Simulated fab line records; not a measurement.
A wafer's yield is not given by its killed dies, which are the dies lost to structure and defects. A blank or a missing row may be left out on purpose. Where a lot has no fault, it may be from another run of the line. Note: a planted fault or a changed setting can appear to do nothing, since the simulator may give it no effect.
Lot-split experiment + flow n5_finfet + on a route of 1938 steps: 7 lots, 21 wafers read

## ON THE SPLIT
At N5_BEOL_M9_COAT_63 (time 60 s, resist thk 60 nm), the setting spin_rpm was moved away from the recipe's 1500 rpm on 7 of the 21 wafers read, by -11.0% to +7.4%. All remaining wafers had this setting at the recipe value.

## FROM THE SPLIT TO THE READING: what the file shows between them, 4 steps
- N5_BEOL_M9_COAT_64: time 60 s, resist thk 12 nm
- N5_BEOL_M9_COAT_75: time 60 s, resist thk 5 nm
- N5_BEOL_M9_ETCH_76: etches underlayer in N2/H2, target depth 6.5 nm, time 5.2 s
- N5_BEOL_M9_ETCH_65: etches SiARC in CF4, target depth 15.6 nm, time 26 s

## THE READING
etch.depth_nm (the simulator's own value, which no gauge read), in nm, at N5_BEOL_M9_ETCH_66 (etches SOC in N2/H2, target depth 80 nm, overetch 16 nm, time 120 s). There is no usual value for it anywhere in the file. Average 60.05 nm, standard deviation 0.11 nm, over the 14 wafers here run with the recipe.

| wafer  | tool, chamber at the split | spin_rpm as run, rpm | against the recipe | etch.depth_nm, nm | against lot-mates on the recipe |
|--------|----------------------------|----------------------|--------------------|-------------------|---------------------------------|
| L075.1 | litho_track-04, 0          | 1500                 | recipe             | 60.16             | -                               |
| L075.4 | litho_track-04, 0          | 1500                 | recipe             | 60.17             | -                               |
| L075.5 | litho_track-04, 0          | 1335                 | -11.0%             | 63.54             | +3.38                           |
| L080.3 | litho_track-04, 0          | 1340                 | -10.7%             | 63.33             | +3.33                           |
| L080.4 | litho_track-04, 0          | 1340                 | -10.7%             | 63.49             | +3.49                           |
| L080.6 | litho_track-04, 0          | 1500                 | recipe             | 60                | -                               |
| L085.4 | litho_track-05, 0          | 1603                 | +6.9%              | 58.09             | -2.01                           |
| L085.5 | litho_track-05, 0          | 1500                 | recipe             | 60.11             | -                               |
| L085.6 | litho_track-05, 0          | 1500                 | recipe             | 60.09             | -                               |
| L083.3 | litho_track-04, 0          | 1403                 | -6.5%              | 61.98             | +2.20                           |
| L083.5 | litho_track-04, 0          | 1403                 | -6.5%              | 61.84             | +2.06                           |
| L083.6 | litho_track-04, 0          | 1500                 | recipe             | 59.78             | -                               |
| L084.1 | litho_track-05, 0          | 1500                 | recipe             | 60.08             | -                               |
| L084.2 | litho_track-05, 0          | 1500                 | recipe             | 60                | -                               |
| L084.5 | litho_track-05, 0          | 1500                 | recipe             | 60.06             | -                               |
| L090.2 | litho_track-05, 0          | 1500                 | recipe             | 60.15             | -                               |
| L090.3 | litho_track-05, 0          | 1500                 | recipe             | 59.9              | -                               |
| L090.6 | litho_track-05, 0          | 1500                 | recipe             | 59.98             | -                               |
| L092.1 | litho_track-05, 0          | 1500                 | recipe             | 60.15             | -                               |
| L092.2 | litho_track-05, 0          | 1611                 | +7.4%              | 57.92             | -2.19                           |
| L092.4 | litho_track-05, 0          | 1500                 | recipe             | 60.06             | -                               |

FIT RESULTS
A straight line over all 21 wafers: etch.depth_nm changes by -0.305 nm for each +1% of spin_rpm; r = -1.00; the points scatter about the line by 0.12 nm.
The same after taking each lot's own level away (the mean of its wafers on the recipe; 21 wafers): -0.312 nm for each +1%; r = -1.00; scatter 0.08 nm.
According to that fit, moving spin_rpm by its largest amount changes the reading by 3.4 nm.
From 59.780 to 60.165 nm: that is the span of the lots' own levels, equal to 3.6 times the standard deviation above.
The two slopes agree, so the slope changes little with the lot-to-lot level.
Check: +3.48 nm against its lot-mates is what the line predicts for one of the wafers moved furthest among these (-11.0%) when that wafer is left out of the fit. It came out at +3.38 nm against them.

## THESE WAFERS: OTHER SPLITS
Other splits were also applied to these wafers ahead of the reading. Each is held against what the fit with the lots' levels taken away leaves over:
| other split on the same wafers | wafers away from the commonest value | r with etch.depth_nm (lot level and that fit taken away) |
|--------------------------------|--------------------------------------|----------------------------------------------------------|
| N5_BEOL_M8_DESCUM_33 time_s    | 6                                    | -0.23                                                    |
| N5_BEOL_M9_DESCUM_16 time_s    | 7                                    | +0.60                                                    |

## THE WHOLE CHAIN: every reading that the file lists as answering this split, in the file's order
| step               | what it does                                                        | reading                                                                        | change (the file's fit)              | r (the file's) |
|--------------------|---------------------------------------------------------------------|--------------------------------------------------------------------------------|--------------------------------------|----------------|
| N5_BEOL_M9_COAT_63 | time 60 s, resist thk 60 nm                                         | SOC_of_BEOL_M9_COAT_63.thk_nm (the simulator's own value, which no gauge read) | -0.31 nm for each +1% of the setting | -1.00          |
| N5_BEOL_M9_ETCH_66 | etches SOC in N2/H2, target depth 80 nm, overetch 16 nm, time 120 s | etch.depth_nm (the simulator's own value, which no gauge read)                 | -0.31 nm for each +1% of the setting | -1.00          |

## THE FILE'S OWN FIT
etch.depth_nm changes by -0.31 nm for each +1% of spin_rpm, r = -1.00.
